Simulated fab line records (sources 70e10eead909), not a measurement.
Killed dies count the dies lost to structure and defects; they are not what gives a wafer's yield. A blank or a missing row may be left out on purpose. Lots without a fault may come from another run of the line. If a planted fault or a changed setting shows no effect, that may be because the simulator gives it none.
fab line records | flow nand_harc
record: lots: 13 wafers: 39 last_day: 34
route steps=1302 shown A_CONTACT@1060 A_BONDPAD@1219 END@1302
lots that met no fault: from a run of the same line without faults
start_h: hours from the record's first day to the start of the lot's first wafer shown | wait_h: hours from the lot's prior step to this one | " unchanged from the row above | L1.1+2: a row that stands for several wafers | - no value, or no start given | * or withheld: withheld | < > ~ a bound
route shown NAME@n: names a module that has steps shown in the file, with the first one's number in the route | usual: mean and standard deviation over wafers with no fault | same: alike in all rows | chamber/n: place in a boat | sites: each site's reading | _std_site: their standard deviation | _edge_site: inner sites' mean taken away from outer sites' mean | radius_mm: for every site, how far away it sits from the centre of the wafer | mask NAME#n: copy n | behind: the most recent tool/chamber to have shaped the wafer | hold: the reason the lot was held/the length of the hold in hours/how it ended | device: transistor that didn't switch, given as n, p or np | end of line: tests run on the same wafers once the route is complete | a step with no rows: only its recipe | killed: at the first sort, the dies lost to defects and structure; wafer yield is something else | map: per-die view of a wafer (x killed, . not killed, _ where there is no die)
set.NAME: the setting as run; set.NAME@STEP: as run at that earlier step | model.NAME: the simulator's own value behind a step, which no gauge read
the route's steps for a sample of lots (tables are steps, rows are wafers)
services: the hour from which a tool's chamber was out of use, counted from the record's first day as start_h (under 0 if before that day), plus the number of hours and why
== steps ==
step: NHARC_A_CONTACT_STRIP_103
recipe: n2_flow_sccm: 150 h2_flow_sccm: 150 ar_flow_sccm: 0 bias_w: 0 chemistry: N2/H2
columns lot.wafer tool chamber start_h wait_h
L321.2+1+5 rie_diel-01 2,1,3 521.66 0.1
L322.2+4+6 rie_diel-08 3,0,2 528.79 0.1
L323.4+1+2 rie_diel-01 3,0,1 529.64 0.1
L325.1+4+2 rie_diel-01 3,0,1 542.83 0.1
L324.2+6+5 rie_diel-04 1,2,3 550.63 0.1
L329.1+3+5 rie_diel-04 2,3,3 588.66 0.1
L327.1+5+6 rie_diel-04 1,3,1 594.77 0.1
L326.4+1+2 rie_diel-08 2,0,1 601.12 0.1
L330.3+4+5 rie_diel-01 0,3,1 612.62 0.1
L334.3+2+6 rie_diel-04 3,1,3 645.33 0.1
L336.2+3+1 rie_diel-04 3,0,1 661.53 0.1
L342.2+1+5 rie_diel-08 0,2,0 722.04 0.1
L341.1+3+6 rie_diel-04 3,1,3 726.59 0.1
step: NHARC_A_BONDPAD_ETCH_34
recipe: target_depth_a: 600 overetch_a: 180 time_s: 65.91 ion_energy_ev: 200 n2_flow_sccm: 150 h2_flow_sccm: 150 ar_flow_sccm: 0 rf_w: 400 bias_w: 150 chemistry: N2/H2
usual: bias_w: 150.0/0.49 drypump_motor_current_A: 5.9/0.4 mfc_ar_sccm: 0.021/0.014 oes_product_au: 0.996/0.0091 rf_fwd_power_W: 396.7/1.3 rf_vpp_V: 431.7/2.4 showerhead_plenum_p_Torr: 2.08/0.081 throttle_valve_pct: 14.171/0.009
columns lot.wafer tool chamber start_h wait_h bias_w drypump_motor_current_A mfc_ar_sccm oes_product_au rf_fwd_power_W rf_hours_counter_h rf_vpp_V showerhead_plenum_p_Torr throttle_valve_pct
L321.1 rie_diel-01 2 547.03 0.1 149.9 6.2 0 1.012 397.4 49 424.7 1.88 14.164
L321.2 " 3 " " 149.3 5.7 0 0.983 395.9 48 427.8 1.95 14.193
L321.5 " 0 " " 150.3 5.4 0.018 1.006 393.7 - 433.4 2.20 14.159
L322.4 rie_diel-09 3 551.86 0.1 148.7 6.1 0.039 0.975 397.0 1 432.1 2.09 14.169
L322.2 " 2 " " 149.9 5.1 0.027 0.988 396.3 1 430.0 1.96 14.163
L322.6 " 3 " " 149.2 6.2 0.039 0.986 397.8 - 432.1 2.09 14.168
L323.2 rie_diel-09 0 553.73 0.1 150.3 6.1 0.032 0.994 398.6 2 434.8 2.19 14.174
L323.4 " 1 " " 150.7 6.3 0.012 0.988 395.3 2 430.6 2.05 14.172
L323.1 " 2 " " 150.0 5.1 0.027 0.993 395.2 1 428.1 1.96 14.167
L325.2 rie_diel-01 3 567.07 0.1 150.0 5.7 0 0.999 399.1 0 428.2 1.95 14.181
L325.4 " 0 " " 149.6 5.4 0.018 0.994 394.5 0 435.8 2.20 14.180
L325.1 " 1 " " 149.9 5.9 0 0.998 397.7 0 430.3 2.05 14.157
L324.2 rie_diel-04 2 573.98 0.1 150.0 6.0 0.013 0.992 396.3 2 433.7 2.15 14.167
L324.5 " 2 " " 150.5 6.0 0.013 1.010 395.2 - 433.6 2.15 14.173
L324.6 " 3 " " 148.9 6.0 0 1.005 394.5 - 436.0 2.15 14.176
L329.1 rie_diel-09 0 612.03 0.1 149.7 6.1 0.032 1.013 397.4 4 435.5 2.19 14.175
L329.3 " 1 " " 150.2 6.3 0.012 1.003 397.5 3 430.2 2.05 14.161
L329.5 " 2 " " 149.8 5.1 0.027 0.998 397.3 - 429.2 1.96 14.169
L327.1 rie_diel-09 3 620.54 0.1 150.4 6.1 0.039 0.989 397.7 3 431.8 2.09 14.162
L327.6 " 2 " " 150.0 5.1 0.027 0.987 396.9 - 427.9 1.96 14.182
L327.5 " 3 " " 149.7 6.1 0.039 0.989 396.4 - 431.7 2.09 14.169
L326.1 rie_diel-09 0 624.93 0.1 150.2 6.1 0.032 1.008 397.4 4 433.8 2.19 14.169
L326.2 " 1 " " 150.7 6.3 0.012 0.991 396.0 3 431.0 2.05 14.157
L326.4 " 3 " " 150.2 6.1 0.039 0.998 397.6 4 431.8 2.09 14.160
L330.4 rie_diel-09 2 639.89 0.1 149.4 5.1 0.027 1.004 396.8 4 428.7 1.96 14.174
L330.3 " 3 " " 150.1 6.1 0.039 0.994 397.8 4 430.9 2.09 14.179
L330.5 " 1 " " 150.1 6.3 0.012 0.995 397.5 - 432.3 2.05 14.182
L334.2 rie_diel-09 0 668.86 0.1 149.7 6.1 0.032 0.984 397.0 5 435.8 2.19 14.174
L334.3 " 1 " " 150.3 6.3 0.012 0.991 396.7 5 430.3 2.05 14.172
L334.6 " 0 " " 148.8 6.1 0.032 0.995 397.5 - 434.4 2.19 14.185
L336.1 rie_diel-09 0 685.13 0.1 150.1 6.1 0.032 1.007 398.3 0 435.4 2.19 14.155
L336.3 " 1 " " 149.8 6.3 0.012 0.988 397.3 0 429.3 2.05 14.168
L336.2 " 2 " " 150.0 5.1 0.027 0.993 395.1 0 430.0 1.96 14.173
L342.1 rie_diel-09 1 762.23 0.1 150.3 6.3 0.012 0.989 397.3 2 431.5 2.05 14.159
L342.2 " 2 " " 150.2 5.1 0.027 1.001 394.1 2 427.9 1.96 14.172
L342.5 " 0 " " 149.9 6.1 0.032 1.001 397.6 - 434.3 2.19 14.184
L341.3 rie_diel-04 2 770.91 0.1 150.1 6.0 0.013 0.988 395.8 9 433.5 2.14 14.170
L341.1 " 3 " " 150.1 6.0 0 1.011 396.7 9 432.1 2.13 14.178
L341.6 " 2 " " 150.7 6.0 0.013 1.000 396.2 - 434.0 2.14 14.173
step: NHARC_A_BONDPAD_CMP_19
recipe: t_overpolish_s: 30 cu_recess_touch_s: 16 target_thk_nm: 169.82
usual: motor_current_A: 11.8/1.2 overpolish_run_s: 29.999/0.0076
columns lot.wafer tool chamber start_h wait_h motor_current_A overpolish_run_s
L321.1 cmp-01 3 549.07 - 10.5 29.995
L321.2 " 0 " " 14.2 29.998
L321.5 " 1 " " 12.7 30.007
L322.2 cmp-01 1 554.13 - 12.7 30.011
L322.4 " 3 " " 10.2 30.007
L322.6 " 0 " " 14.0 29.997
L323.2 cmp-01 2 555.67 - 11.3 30.009
L323.4 " 3 " " 9.9 29.995
L323.1 " 1 " " 12.0 29.992
L325.1 cmp-01 0 569.01 - 14.1 30.011
L325.4 " 2 " " 11.3 30.001
L325.2 " 3 " " 10.0 30.015
L324.2 cmp-01 2 576.06 - 12.1 30.008
L324.5 " 0 " " 14.5 29.996
L324.6 " 1 " " 12.1 30.005
L329.3 cmp-01 0 614.02 - 13.5 30.014
L329.1 " 2 " " 12.1 29.990
L329.5 " 0 " " 13.6 29.988
L327.1 cmp-01 2 622.47 - 11.9 30.002
L327.5 " 2 " " 11.1 30.003
L327.6 " 3 " " 10.2 30.011
L326.1 cmp-02 3 626.87 - 12.5 29.992
L326.4 " 0 " " 11.5 30.001
L326.2 " 1 " " 12.7 29.992
L330.3 cmp-03 1 641.81 - 12.2 30.010
L330.4 " 0 " " 13.6 30.003
L330.5 " 2 " " 10.0 30.000
L334.3 cmp-03 0 670.86 - 13.8 29.993
L334.2 " 1 " " 11.8 29.993
L334.6 " 2 " " 10.6 30.004
L336.2 cmp-03 0 687.06 - 13.6 30.002
L336.3 " 1 " " 11.9 29.993
L336.1 " 2 " " 9.7 30.014
L342.2 cmp-02 1 764.15 - 12.1 29.997
L342.1 " 3 " " 12.4 29.996
L342.5 " 2 " " 10.2 29.997
L341.3 cmp-02 2 772.99 - 10.0 29.996
L341.1 " 0 " " 12.2 30.001
L341.6 " 1 " " 12.1 30.005
step: NHARC_END_SORT_01
recipe: temp_c: 25
usual: killed_at_array: 41/10 killed_at_other: 0.8/0.91 killed_at_periphery: 4.2/2.9 killed_dies: 46/10 killed_open: 3.5/2.1 killed_short: 2.5/1.6
same: gross_dies: 677
columns lot.wafer tool chamber start_h wait_h killed_at_array killed_at_other killed_at_periphery killed_dies killed_open killed_short
L336.1 prober-01 0 720.53 2.6 34 2 8 44 3 2
L336.2 prober-01 0 721.32 2.8 37 1 7 45 3 1
L336.3 prober-01 0 722.12 3.1 102 2 5 109 1 2
killed by level:class
L336.1 A_SLIT:chamber_film_flake=14 P_M1:chamber_film_flake=5 A_CHANNEL_HOLE_D1:chamber_film_flake=3 A_STAIRCASE:chamber_film_flake=3 A_BONDPAD:chamber_film_flake=3 A_CHANNEL_HOLE_D1:geometric_particle:short=2 A_WL_FILL:geometric_particle:open=2 A_CHANNEL_HOLE_D2:chamber_film_flake=2
L336.2 A_SLIT:chamber_film_flake=11 A_CHANNEL_HOLE_D1:chamber_film_flake=7 A_CONTACT:chamber_film_flake=7 A_STAIRCASE:chamber_film_flake=5 P_M1:chamber_film_flake=4 A_CONTACT:geometric_particle:open=2 P_GATE:chamber_film_flake=2 A_M0:chamber_film_flake=2
L336.3 A_CONTACT:unspecified=71 A_SLIT:chamber_film_flake=9 A_STAIRCASE:chamber_film_flake=6 A_CHANNEL_HOLE_D1:chamber_film_flake=5 A_CONTACT:chamber_film_flake=3 P_GATE:chamber_film_flake=2 A_CHANNEL_HOLE_D2:chamber_film_flake=2 A_M0:chamber_film_flake=2
== services ==
columns tool chamber start_h hours kind
rie_diel-08 - 498.61 5.7 repair
rie_diel-04 3 502.59 2.6 repair
cmp-02 - 505.22 1.2 repair
cmp-03 - 521.68 3.7 repair
rie_diel-09 1 529.08 2.1 repair
rie_diel-04 - 531.99 9.0 pm
cmp-02 - 535.70 4.0 pm
rie_diel-09 2 541.70 3.1 repair
rie_diel-08 - 548.91 9.0 pm
rie_diel-01 - 557.90 9.0 pm
rie_diel-04 1 562.54 2.9 repair
rie_diel-04 0 572.98 42.3 repair
cmp-01 - 577.60 4.0 pm
rie_diel-09 2 585.83 3.8 repair
rie_diel-01 - 591.56 0.6 repair
rie_diel-09 - 674.10 9.0 pm
cmp-01 - 675.60 4.0 pm
cmp-01 - 686.57 12.3 repair
rie_diel-01 3 694.14 21.7 repair
rie_diel-01 0 704.05 3.3 repair
rie_diel-04 - 708.99 9.0 pm
rie_diel-01 0 714.89 28.9 repair
rie_diel-09 3 721.29 2.7 repair
rie_diel-01 - 734.92 9.0 pm
== key ==
first_sign: step: NHARC_END_SORT_01 reading: killed_dies direction: up sigmas: 6.3 usual: 46 struck: 109
effect: step: NHARC_END_SORT_01 reading: killed_at_array direction: up sigmas: 6 usual: 41 struck: 102
more_kills_born_at: NHARC_A_CONTACT_STRIP_103@rie_diel-04: 71
met_at NHARC_A_CONTACT_STRIP_103
struck_lots L336
struck_wafers L336.3
tester_left_out L336
not_acting_at NHARC_A_BONDPAD_ETCH_34,NHARC_A_BONDPAD_CMP_19
fault: kind: chamber_particle_source tool: rie_diel-04 chamber: 0 onset_h: 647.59 steps: NHARC_A_CONTACT_STRIP_103 rate_per_visit_cm2: 0.50452 end_h: 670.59
tester_left_out: of these lots the tester's yield and bins aren't shown, on N5 and GAA mostly nor the transistor test; their killed dies are dies lost to structure and defects alone, not to doping, threshold or leakage, so they don't give the yield
